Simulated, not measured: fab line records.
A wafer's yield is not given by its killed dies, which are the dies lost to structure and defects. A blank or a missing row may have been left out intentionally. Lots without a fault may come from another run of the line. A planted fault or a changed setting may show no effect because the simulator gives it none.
Chamber matching + flow n5-finfet + rie-diel-01 running N5_BEOL_M5_DESCUM_33: 4 sister chambers
The step chemistry O2, time 7 s. 18 wafers are shown with their chamber, then 9 later ones without.

## WAFERS PAIRED WITH THEIR CHAMBERS
| wafer  | chamber | drypump-motor-current-A (A) | throttle-valve-pct (%) | showerhead-plenum-p-Torr (Torr) |
|--------|---------|-----------------------------|------------------------|---------------------------------|
| L075.1 | 1       | 6.5                         | 20.27                  | 2.13                            |
| L075.3 | 0       | 6.0                         | 20.78                  | 2.03                            |
| L075.5 | 2       | 6.0                         | 20.46                  | 2.15                            |
| L076.1 | 2       | 6.0                         | 20.46                  | 2.15                            |
| L076.2 | 1       | 6.5                         | 20.27                  | 2.13                            |
| L076.5 | 2       | 5.9                         | 20.45                  | 2.15                            |
| L079.1 | 0       | 6.0                         | 20.79                  | 2.03                            |
| L079.4 | 3       | 5.0                         | 20.60                  | 2.01                            |
| L079.6 | 1       | 6.5                         | 20.28                  | 2.13                            |
| L083.2 | 1       | 6.5                         | 20.29                  | 2.12                            |
| L083.5 | 3       | 5.0                         | 20.61                  | 2.01                            |
| L083.6 | 0       | 6.0                         | 20.80                  | 2.02                            |
| L084.3 | 2       | 5.9                         | 20.47                  | 2.14                            |
| L084.5 | 3       | 5.0                         | 20.63                  | 2.01                            |
| L084.6 | 2       | 6.0                         | 20.49                  | 2.14                            |
| L087.2 | 2       | 6.0                         | 20.48                  | 2.14                            |
| L087.3 | 0       | 6.0                         | 20.81                  | 2.02                            |
| L087.4 | 3       | 5.0                         | 20.61                  | 2.00                            |

SIGNATURES, as means of the wafers listed above
| reading                  | chamber 0 | chamber 1 | chamber 2 | chamber 3 | scatter within a chamber |
|--------------------------|-----------|-----------|-----------|-----------|--------------------------|
| drypump-motor-current-A  | 6.000     | 6.500     | 5.967     | 5.000     | 0.0309                   |
| throttle-valve-pct       | 20.7950   | 20.2775   | 20.4683   | 20.6125   | 0.0129                   |
| showerhead-plenum-p-Torr | 2.0250    | 2.1275    | 2.1450    | 2.0075    | 0.00535                  |
Rule: a wafer's distance from a chamber is the root of the sum, over the readings, of the square of ((its reading less the chamber's mean) divided by the reading's scatter). The wafer belongs to the nearest chamber; if the next one is less than 2 further off, it can't be placed. The scatter is the square root of a quotient: the sum, over the shown wafers, of each reading's squared deviation from its chamber's mean, divided by wafers minus chambers.

## WAFERS WHOSE CHAMBER IS MISSING
| wafer  | drypump-motor-current-A (A) | throttle-valve-pct (%) | showerhead-plenum-p-Torr (Torr) |
|--------|-----------------------------|------------------------|---------------------------------|
| L091.2 | 5.0                         | 20.63                  | 2.00                            |
| L091.4 | 6.0                         | 20.83                  | 2.02                            |
| L091.5 | 6.0                         | 20.82                  | 2.02                            |
| L090.1 | 6.5                         | 20.32                  | 2.12                            |
| L090.2 | 6.0                         | 20.49                  | 2.14                            |
| L090.3 | 6.0                         | 20.81                  | 2.02                            |
| L097.2 | 6.5                         | 20.31                  | 2.11                            |
| L097.3 | 6.1                         | 20.85                  | 2.02                            |
| L097.6 | 6.1                         | 20.83                  | 2.02                            |

## EACH ONE'S CHAMBER
| wafer  | from the rows above | in truth |
|--------|---------------------|----------|
| L091.2 | 3                   | 3        |
| L091.4 | 0                   | 0        |
| L091.5 | 0                   | 0        |
| L090.1 | 1                   | 1        |
| L090.2 | 2                   | 2        |
| L090.3 | 0                   | 0        |
| L097.2 | 1                   | 1        |
| L097.3 | 0                   | 0        |
| L097.6 | 0                   | 0        |
9 of 9 placed correctly. Not placeable from these rows: 0. Number placed wrongly: 0.
